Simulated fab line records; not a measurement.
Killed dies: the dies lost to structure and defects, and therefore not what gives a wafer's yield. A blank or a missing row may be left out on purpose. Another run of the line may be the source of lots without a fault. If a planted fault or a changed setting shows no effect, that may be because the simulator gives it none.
Chamber matching / flow n5-finfet / rie-diel-02 running N5_BEOL_M1_ETCH_77: 4 sister chambers
The step etches underlayer in N2/H2, target depth 6.5 nm, time 5.2 s. 4 wafers are shown with their chamber, then 7 later ones without.

## WAFERS, EACH WITH ITS CHAMBER
wafer=L086.2; chamber=2; showerhead-plenum-p-Torr (Torr)=2.52
wafer=L086.3; chamber=0; showerhead-plenum-p-Torr (Torr)=2.55
wafer=L088.1; chamber=3; showerhead-plenum-p-Torr (Torr)=2.45
wafer=L088.3; chamber=1; showerhead-plenum-p-Torr (Torr)=2.63

## WAFERS WHOSE CHAMBER IS MISSING
wafer=L088.5; showerhead-plenum-p-Torr (Torr)=2.45
wafer=L096.2; showerhead-plenum-p-Torr (Torr)=2.54
wafer=L096.3; showerhead-plenum-p-Torr (Torr)=2.63
wafer=L096.5; showerhead-plenum-p-Torr (Torr)=2.63
wafer=L097.2; showerhead-plenum-p-Torr (Torr)=2.51
wafer=L097.4; showerhead-plenum-p-Torr (Torr)=2.45
wafer=L097.6; showerhead-plenum-p-Torr (Torr)=2.63

## WHICH CHAMBER EACH ONE RAN IN
wafer=L088.5; from the rows above=3; in truth=3
wafer=L096.2; from the rows above=can't be placed: 0 or 2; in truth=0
wafer=L096.3; from the rows above=1; in truth=1
wafer=L096.5; from the rows above=1; in truth=1
wafer=L097.2; from the rows above=2; in truth=2
wafer=L097.4; from the rows above=3; in truth=3
wafer=L097.6; from the rows above=1; in truth=1
6 of 7 placed correctly. These rows do not allow placing 1 (true chamber among the candidates in 1). Number placed wrongly: 0.
How it was worked out, from the rows above alone: a wafer's distance from a chamber is the root of the sum, over the readings, of the square of ((its reading less the chamber's mean) divided by the reading's scatter). The wafer belongs to the nearest chamber; if the next one is less than 2 further off, it can't be placed. For every chamber, the mean is computed from those of its wafers that are shown. The scatter (one wafer shown for each chamber): square how far every hidden wafer sits from the nearest shown wafer, average those squares and take the square root.
